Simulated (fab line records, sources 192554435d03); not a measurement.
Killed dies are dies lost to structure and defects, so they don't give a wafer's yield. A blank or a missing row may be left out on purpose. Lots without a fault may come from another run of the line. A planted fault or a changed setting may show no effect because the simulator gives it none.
Split-lot experiment | flow n5_finfet | 7 lots, 21 wafers read, on a route of 1938 steps

THE SPLIT
At N5_BEOL_M3_ILD_DEP_00 (deposits SiOC from DEMS/O2, target thk 79 nm, time 15.3 s), the setting time_s was moved away from the recipe's 15.3 s on 6 of the 21 wafers read, by -14.1% to +4.1%. The other wafers ran this setting at the recipe's value.

The file shows no step between the split and the reading.

THE READING
M3_ILD_THK, in nm, at N5_BEOL_M3_THK_MEAS_01. Fault-free wafers of this fab line usually give 78.8 nm, standard deviation 1.1 nm.

wafer  | tool, chamber at the split | time_s as run, s | against the recipe | M3_ILD_THK, nm | against lot-mates on the recipe
L075.1 | pecvd-03, 0                | 15.3             | recipe             | 80.5           | -
L075.3 | pecvd-03, 2                | 15.3             | recipe             | 79.6           | -
L075.6 | pecvd-03, 0                | 15.3             | recipe             | 81.1           | -
L079.2 | pecvd-01, 1                | 15.3             | recipe             | 78.0           | -
L079.3 | pecvd-01, 2                | 15.3             | recipe             | 78.2           | -
L079.5 | pecvd-01, 1                | 13.27            | -13.3%             | 68.1           | -10.0
L082.1 | pecvd-01, 0                | 15.3             | recipe             | 78.9           | -
L082.2 | pecvd-01, 2                | 15.93            | +4.1%              | 82.0           | +2.9
L082.5 | pecvd-01, 2                | 15.3             | recipe             | 79.2           | -
L083.2 | pecvd-01, 2                | 15.3             | recipe             | 78.8           | -
L083.3 | pecvd-01, 0                | 13.14            | -14.1%             | 68.3           | -10.5
L083.4 | pecvd-01, 0                | 13.14            | -14.1%             | 69.3           | -9.5
L086.2 | pecvd-04, 0                | 15.3             | recipe             | 78.9           | -
L086.5 | pecvd-04, 1,2              | 15.3             | recipe             | 79.4           | -
L086.6 | pecvd-04, 1,2              | 15.3             | recipe             | 79.4           | -
L092.2 | pecvd-03, 0                | 15.3             | recipe             | 78.5           | -
L092.5 | pecvd-03, 1                | 13.48            | -11.9%             | 71.3           | -8.0
L092.6 | pecvd-03, 0                | 15.3             | recipe             | 80.1           | -
L097.2 | pecvd-03, 0                | 13.92            | -9.0%              | 71.6           | -8.1
L097.4 | pecvd-03, 0                | 15.3             | recipe             | 80.0           | -
L097.5 | pecvd-03, 2                | 15.3             | recipe             | 79.4           | -
Where a row lists several chambers, the file gives one row for several wafers and doesn't say which wafer went through which chamber.

THE FIT
A straight line over all 21 wafers: M3_ILD_THK changes by +0.761 nm for each +1% of time_s; r = +0.98; the points scatter about the line by 0.85 nm.
The same after taking each lot's own level away (the mean of its wafers on the recipe; 21 wafers): +0.729 nm for each +1%; r = +0.99; scatter 0.58 nm.
On that fit, the largest move of time_s shifts the reading by 10 nm.
The lots' own levels span 78.10 to 80.40 nm, that is 2.1 times the standard deviation above.
So the lot-to-lot level changes the slope little: the two slopes agree.
Check: with one of the wafers moved furthest among these (-14.1%) left out of the fit, the line predicts -10.3 nm for it against its lot-mates. It came out at -10.5 nm against them.

OTHER SPLITS ON THESE WAFERS
These wafers also went through other splits before the reading. Each is held against what the fit with the lots' levels taken away leaves over:
other split on the same wafers | wafers away from the commonest value | r with M3_ILD_THK (lot level and that fit taken away)
N5_BEOL_M2_ILD_DEP_00 time_s   | 5                                    | +0.14
N5_BEOL_M2_EXPOSE_08 dose_mj   | 11                                   | -0.05

THE WHOLE CHAIN: every reading that the file lists as answering this split, in the file's order
step                   | what it does                                              | reading                                                                            | change (the file's fit)               | r (the file's)
N5_BEOL_M3_ILD_DEP_00  | deposits SiOC from DEMS/O2, target thk 79 nm, time 15.3 s | SiOC_of_BEOL_M3_ILD_DEP_00.thk_nm (the simulator's own value, which no gauge read) | +0.735 nm for each +1% of the setting | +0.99
N5_BEOL_M3_THK_MEAS_01 |                                                           | M3_ILD_THK                                                                         | +0.737 for each +1% of the setting    | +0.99

THE FILE'S OWN FIT
M3_ILD_THK changes by +0.737 nm for each +1% of time_s, r = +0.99.
